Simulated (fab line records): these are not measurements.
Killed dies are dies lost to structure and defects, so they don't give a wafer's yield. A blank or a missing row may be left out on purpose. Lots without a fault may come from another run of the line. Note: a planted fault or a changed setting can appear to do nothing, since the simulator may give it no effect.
Problem report in the 8D (eight disciplines) form, filled by code / flow nand-harc / the parts of the form that need people (team, actions taken, sign-off) are left out

== 1. WHAT IS WRONG ==
On 2 wafers of 1 lot, raw-defect-count at NHARC_P_M1_INSPECT_11 has a mean of 1301.0; fault-free wafers read 3.8, standard deviation 1.9. That is +99 or more standard deviations from the usual mean.
First observed at day 13 21:27: wafer L129.1, on defect-inspect-01. Wafers with a number at this step in the record: 36, from 12 lots. By rule, "out" or "out of limits" means more than 4 standard deviations away from the usual mean. All remaining wafers that have a number are taken as sound.

== 2. WHAT IT IS, AND WHAT IT ISN'T ==
question=which readings at this step; is=raw-defect-count; is not=-
question=which lots; is=L129; is not=L111, L112, L113, L114, L115, L116, L121, L122, L123, L125, L127
question=which wafers of those lots; is=L129.1, L129.4; is not=L129.6
question=read on which gauges; is=defect-inspect-01; is not=defect-inspect-02
question=when; is=from day 13 21:27; is not=up to then (34 sound wafers)

== 3. THE SUSPECTS, EACH WITH WHAT RULES IT OUT ==
Counting: if a tool at a process step up to the reading ran every lot that is out, it stays a suspect. Sound lots after the first of them don't rule it out here, since some wafers of a struck lot are sound.
- the gauge at NHARC_P_M1_INSPECT_11 is ruled out. All the wafers that are out were read on defect-inspect-01, but those of them that NHARC_END_SORT_01 has rows for are out there too, on other tools.
- pvd-sputter-01 at NHARC_P_M0_DEGAS_28 (time 60 s): kept. It processed L129, the lot that is out, at day 13 18:11, and its most recent sound lot before then was L127 at day 13 05:22.
- pecvd-02 at NHARC_P_M0_DEP_32 (deposits SiCN, target thk 30 nm): kept. It processed L129, the lot that is out, at day 13 20:12, and its most recent sound lot before then was L127 at day 13 07:04.
- pecvd-03 at NHARC_P_M1_DEP_00 (deposits SiOC, target thk 182.5 nm): kept. It processed L129, the lot that is out, at day 13 20:40, and its most recent sound lot before then was L125 at day 12 11:04.
- Within pecvd-02 at NHARC_P_M0_DEP_32: the wafers that are out ran in chambers 1, 2; their sound lot-mates ran in chamber 0.
- Within pecvd-03 at NHARC_P_M1_DEP_00: the wafers that are out ran in chamber 2; their sound lot-mates ran in chamber 1.
pvd-sputter-01 at NHARC_P_M0_DEGAS_28, pecvd-02 at NHARC_P_M0_DEP_32 and pecvd-03 at NHARC_P_M1_DEP_00 are what is left after counting.

== 4. THE CAUSE (what the simulator had put in) ==
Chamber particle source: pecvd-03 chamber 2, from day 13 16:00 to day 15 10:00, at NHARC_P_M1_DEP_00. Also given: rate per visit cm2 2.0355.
Counting leaves 3 suspects; this tool is one of them.

== 5. THE CHAIN OF EFFECTS, in route order ==
Rows list readings where the struck wafers' mean (over those with a number) sits beyond 3 standard deviations from the usual. Only readings for which the record gives a usual standard deviation are gone through. hours: the time from each lot's start at the first step in this table that gives one to its start at this step, as a median over the lots. sigmas: the change in usual standard deviations.
hours=0; step=NHARC_P_M1_INSPECT_11; reading=raw-defect-count; usual=3.8; on struck wafers=1301.0; change=+1297.2; sigmas=+99 or more
hours=455; step=NHARC_END_SORT_01; reading=defect-limited-yield; usual=91.4 %; on struck wafers=81.4; change=-10.0; sigmas=-4.0
hours=455; step=NHARC_END_SORT_01; reading=killed-at-periphery; usual=3.6; on struck wafers=100.5; change=+96.9; sigmas=+46
hours=455; step=NHARC_END_SORT_01; reading=killed-dies; usual=58; on struck wafers=126; change=+68; sigmas=+4.0

== 6. HOW IT WOULD HAVE BEEN CAUGHT EARLIER ==
5 hours passed between the start of the fault at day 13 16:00 and the first reading out of limits at a measuring or inspecting step in this record, taken at day 13 21:27.
No tool reading at NHARC_P_M1_DEP_00 that has a usual standard deviation in the record was out on any struck wafer, so an alarm limit of 4 standard deviations on those readings would not have fired.
The start of NHARC_P_M1_DEP_00 on pecvd-03 came by day 13 21:27 for every one of the lots that are out (1). Holding the tool at that point would not have protected any of them.
